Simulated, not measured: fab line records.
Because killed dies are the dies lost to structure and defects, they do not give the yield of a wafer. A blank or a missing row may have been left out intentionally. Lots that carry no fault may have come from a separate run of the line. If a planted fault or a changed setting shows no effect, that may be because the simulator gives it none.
Which tool was responsible?    flow n5Finfet    8 lots, 24 wafers sampled, at 3 steps of a route of 1938

## WHAT THE GAUGES READ, wafer by wafer
N5_PMOS_HMC_CHANNEL_EPI_INSPECT_30: inspects for defects (darkfield).
lot   measured     on                rawDefectCount
L435  day 2 03:02  defectInspect-02  26 28 10
L445  day 4 14:50  defectInspect-02  20 15 14
L446  day 4 20:40  defectInspect-01  10 6 19
L447  day 5 02:39  defectInspect-02  1007 1002 1015
L448  day 5 08:52  defectInspect-02  987 973 990
L454  day 6 22:10  defectInspect-01  20 14 20
L455  day 7 04:00  defectInspect-01  14 10 10
L457  day 7 16:40  defectInspect-01  20 34 38

## TOOL THAT RAN EACH LOT (tool first, then ch and the chambers of the sampled wafers, then the start)
lot   N5_PMOS_HMC_CHANNEL_EPI_HM_OPEN_15  N5_PMOS_HMC_CHANNEL_EPI_PRECLEAN_24
L435  rieDiel-02 ch 0,1,3, day 1 23:48    wetBench-06 ch 3,4,7, day 2 02:31
L445  rieDiel-04 ch 0,2,3, day 4 12:05    wetBench-06 ch 0,3,7, day 4 14:19
L446  rieDiel-04 ch 2,3, day 4 17:55      wetBench-06 ch 3,5,6, day 4 20:08
L447  rieDiel-01 ch 0,3, day 4 23:29      wetBench-06 ch 1,4,7, day 5 02:07
L448  rieDiel-02 ch 0,2, day 5 05:46      wetBench-06 ch 0,5,6, day 5 08:27
L454  rieDiel-01 ch 1,2,3, day 6 18:27    wetBench-03 ch 0,6,7, day 6 21:38
L455  rieDiel-02 ch 1,2,3, day 7 00:50    wetBench-01 ch 0,4,5, day 7 03:28
L457  rieDiel-01 ch 1,3, day 7 13:52      wetBench-01 ch 0,5,6, day 7 16:08
- N5_PMOS_HMC_CHANNEL_EPI_HM_OPEN_15: chemistry CHF3/O2, target SiO2, target depth 40.6 nm, time 20.3 s.
- N5_PMOS_HMC_CHANNEL_EPI_PRECLEAN_24: cleans in DHF, time 30 s.

## THE ANSWER, worked out from the rows above alone
Rule: the usual values come from the lots themselves. Put in order of their means at a reading, lots are off if they are a third of the lots or fewer, leave a main group of 4 or more, and stand apart from it by a gap of 3 or more times the standard deviation of the main group's means; of several such gaps the widest counts. If all means in a main group match to the digits the tables above print for the reading, that group is not used. Also off: a lot with no number at a reading for which 4 or more lots have one. Where the step has rows for the other lots, those lots are counted as sound.
Off: L447, L448, at N5_PMOS_HMC_CHANNEL_EPI_INSPECT_30 (rawDefectCount). Main group: mean 18, sd 6.6.
If a tool, at a process step before that reading, ran all the lots that are off and no sound lot after the first of them, it fits. Gauges at N5_PMOS_HMC_CHANNEL_EPI_INSPECT_30: tried the same way as those tools. Can't be told from this: 2 tools fit, wetBench-06 at N5_PMOS_HMC_CHANNEL_EPI_PRECLEAN_24, defectInspect-02 at N5_PMOS_HMC_CHANNEL_EPI_INSPECT_30.

## WHAT THE SIMULATOR PUT IN
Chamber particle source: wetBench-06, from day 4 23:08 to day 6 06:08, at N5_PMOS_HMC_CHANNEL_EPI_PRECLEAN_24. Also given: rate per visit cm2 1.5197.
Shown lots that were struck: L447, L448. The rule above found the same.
